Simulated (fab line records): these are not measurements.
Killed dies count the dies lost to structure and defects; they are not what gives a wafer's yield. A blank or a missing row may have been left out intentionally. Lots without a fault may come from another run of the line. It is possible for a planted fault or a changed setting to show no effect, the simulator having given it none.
Matching of chambers    flow n5_finfet    N5_BEOL_M13_DESCUM_33 on rie_diel-06: 4 sister chambers
The step chemistry O2, time 7.9 s. 4 wafers are shown with their chamber, then 7 later ones without.

## WAFERS PAIRED WITH THEIR CHAMBERS
wafer   chamber  throttle_valve_pct (%)
L412.3  3        20.41
L423.1  1        19.93
L425.4  0        20.96
L425.5  2        20.24

## WAFERS WITHOUT THEIR CHAMBER
wafer   throttle_valve_pct (%)
L425.6  19.93
L427.2  19.94
L427.4  20.45
L427.6  20.96
L429.1  20.27
L429.2  20.98
L429.4  19.96

## WHICH CHAMBER EACH ONE RAN IN
wafer   from the rows above  in truth
L425.6  1                    1
L427.2  1                    1
L427.4  3                    3
L427.6  0                    0
L429.1  2                    2
L429.2  0                    0
L429.4  1                    1
Correctly placed: 7 of 7. From these rows, 0 cannot be placed. Wrongly placed: 0.
How it was worked out, from the rows above alone: a wafer's distance from a chamber is the root of the sum, over the readings, of the square of ((its reading less the chamber's mean) divided by the reading's scatter). If the next closest chamber is less than 2 further off than the closest, the wafer can't be placed; otherwise it belongs to the closest. Each chamber's mean is taken over the wafers shown for it. The scatter: root of mean squared gap, hidden wafer to nearest shown wafer, with one shown wafer a chamber.
